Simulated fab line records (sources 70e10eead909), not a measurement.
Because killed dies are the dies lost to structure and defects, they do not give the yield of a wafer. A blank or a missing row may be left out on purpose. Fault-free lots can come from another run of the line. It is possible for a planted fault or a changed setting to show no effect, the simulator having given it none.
A struck lot beside a sound one + flow nand_harc + 14 steps out of a route of 1302
Sound: wafers L564.2, L564.3, L564.5. Struck: wafer L554.4 (L554.1, L554.3, from the same lot, were not struck and are left out); the cause is given at the end.
Each step with rows lists, per side, the tool, then ch with its chambers, then its first start. Under that, the readings that differ: sound wafers + struck wafers + difference of the means + sigmas: that difference in standard deviations of wafers without a fault.
alike: readings with means less than 2 such deviations apart, plus words and numbers identical on both sides. not compared: withheld readings, readings lacking a value on some wafer, bounds such as >300 that could conceal the same value, and numbers that have no deviation in the record and whose values overlap.
A row with sigmas, a row that says differs or no value, or rows on one side alone: a step with any of these is where the two part. Numbers that have no deviation but don't overlap get no sigmas and don't part them. A reading that every wafer of one side lacks parts them only if that side has two wafers or more.

NHARC_A_SOURCE_PLATE_THK_MEAS_09: measures by ellipsometry.
  sound: film_metro-01 at day 14 21:03; struck: film_metro-02 at day 10 23:48
  alike: thk_nm
then, 3 steps without rows for these wafers: NHARC_A_SOURCE_PLATE_PVD_04 (deposits WSi2, target thk 50 nm); NHARC_A_SOURCE_PLATE_CVD_03 (deposits poly-Si, target thk 200 nm, time 4000 s); NHARC_A_SOURCE_PLATE_ANNEAL_05 (time 1800 s).
NHARC_A_SOURCE_PLATE_THK_MEAS_06: measures by ellipsometry.
  sound: film_metro-01 at day 15 13:25; struck: film_metro-02 at day 11 12:31
  alike: thk_nm
NHARC_A_SOURCE_PLATE_INSPECT_08:
  sound: defect_inspect-02 at day 15 13:29; struck: defect_inspect-02 at day 11 12:36
  alike: raw_defect_count
after that, 1 step with no rows for these wafers: NHARC_A_ONON_D1_DEP_00 (target thk 1000 nm).
NHARC_A_ONON_D1_THK_MEAS_02: measures by ellipsometry.
  sound: film_metro-02 at day 15 14:04; struck: film_metro-02 at day 11 13:23
  alike: thk_nm
after that, 1 step with no rows for these wafers: NHARC_A_ONON_D1_DEP_03 (target thk 1000 nm).
NHARC_A_ONON_D1_THK_MEAS_05: measures by ellipsometry.
  sound: film_metro-02 at day 15 14:38; struck: film_metro-01 at day 11 13:57
  alike: thk_nm
NHARC_A_ONON_D1_DEP_06: target thk 1000 nm.
  sound on pecvd_onon-04 ch 0, day 15 14:45; struck on pecvd_onon-02 ch 0, day 11 14:00
NHARC_A_ONON_D1_THK_MEAS_08: measures by ellipsometry.
  sound: film_metro-02 at day 15 15:12; struck: film_metro-02 at day 11 14:31
| reading     | sound        | struck | difference | sigmas |
|-------------|--------------|--------|------------|--------|
| thk_nm (nm) | 998 1000 997 | 904    | -94        | -9     |
after that, 1 step with no rows for these wafers: NHARC_A_ONON_D1_DEP_09 (target thk 1000 nm).
-- break in the record here, with 17 days between the starts of the struck wafers on either side (left off in module A_ONON_D1, picked up again in module END, where the first step shown is number 1302 on the route) --
NHARC_END_SORT_01:
  at this point the record logs the struck wafers (prober-02 ch 0, day 28 13:49) and has no rows for the sound ones

WHERE THEY PART
Last at NHARC_END_SORT_01 as far as this record goes, first at NHARC_A_ONON_D1_THK_MEAS_08.

WHY: the cause the simulator had injected
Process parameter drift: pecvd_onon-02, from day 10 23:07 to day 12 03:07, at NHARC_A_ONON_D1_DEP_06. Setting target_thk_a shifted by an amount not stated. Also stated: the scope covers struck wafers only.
